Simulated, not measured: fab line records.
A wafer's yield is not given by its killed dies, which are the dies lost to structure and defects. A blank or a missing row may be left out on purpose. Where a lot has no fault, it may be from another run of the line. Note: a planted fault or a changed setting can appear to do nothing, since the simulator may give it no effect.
A struck lot beside a sound one :: flow nand harc :: 12 out of 1159 route steps
Sound: wafers L352.1, L352.2, L352.4. The struck wafers were L355.1, L355.2, L355.3. The cause is named last.
Each step with rows lists, per side, the tool, then ch with its chambers, then its first start. Under that, the readings that differ: sound wafers :: struck wafers :: difference of the means :: sigmas: that difference in standard deviations of wafers without a fault.
alike: same words and numbers on both sides, and readings whose means sit less than 2 such deviations apart. not compared: any withheld reading, any reading some wafer has no value for, any bound like >300 that may hide the same value, and any number with overlapping values for which the record gives no deviation.
The two part at a step that has a row with sigmas, a row that says differs or no value, or rows on one side only. Non-overlapping numbers with no deviation appear without sigmas and do not part them. Lack of a reading on every wafer of one side parts them only where that side has two or more wafers.

NHARC_A_STAIRCASE_DEP_322: deposits SiO2, target thk 3800 nm.
  sound on pecvd-01 ch 0,1, day 14 07:57; struck on pecvd-03 ch 0,1,2, day 15 15:26
  alike: heater power w, susceptor temp C
  not compared: since wet clean h
then, 1 step without rows for these wafers: NHARC_A_STAIRCASE_ANNEAL_323 (time 1800 s).
NHARC_A_STAIRCASE_DEP_325: deposits SiO2, target thk 3800 nm.
  sound on pecvd-04 ch 0,1,2, day 14 20:03; struck on pecvd-04 ch 0,1,2, day 15 22:55
  alike: heater power w, susceptor temp C
  not compared: since wet clean h
then, 7 steps without rows for these wafers: NHARC_A_STAIRCASE_ANNEAL_326 (time 1800 s); NHARC_A_STAIRCASE_DEHYDRATE_433 (time 120 s); NHARC_A_STAIRCASE_HMDS_434 (time 30 s); NHARC_A_STAIRCASE_COAT_435; NHARC_A_STAIRCASE_SOFTBAKE_436 (time 170 s); NHARC_A_STAIRCASE_EBR_437; NHARC_A_STAIRCASE_EXPOSE_438 (exposes mask STAIR REV).
NHARC_A_STAIRCASE_PEB_439: peb time 130 s.
  struck on litho track-03, day 16 07:19; sound on litho track-03 ch 0, day 15 06:52
  no value came back on the struck wafers for chill plate temp C (C), exhaust pa (Pa); on the sound wafers chill plate temp C (C) reads 22.86 22.95 22.78
then, 1 step without rows for these wafers: NHARC_A_STAIRCASE_DEVELOP_440 (time 140 s).

== WHERE THEY PART ==
Within this record, at NHARC_A_STAIRCASE_PEB_439 only.

WHY: the cause the simulator had injected
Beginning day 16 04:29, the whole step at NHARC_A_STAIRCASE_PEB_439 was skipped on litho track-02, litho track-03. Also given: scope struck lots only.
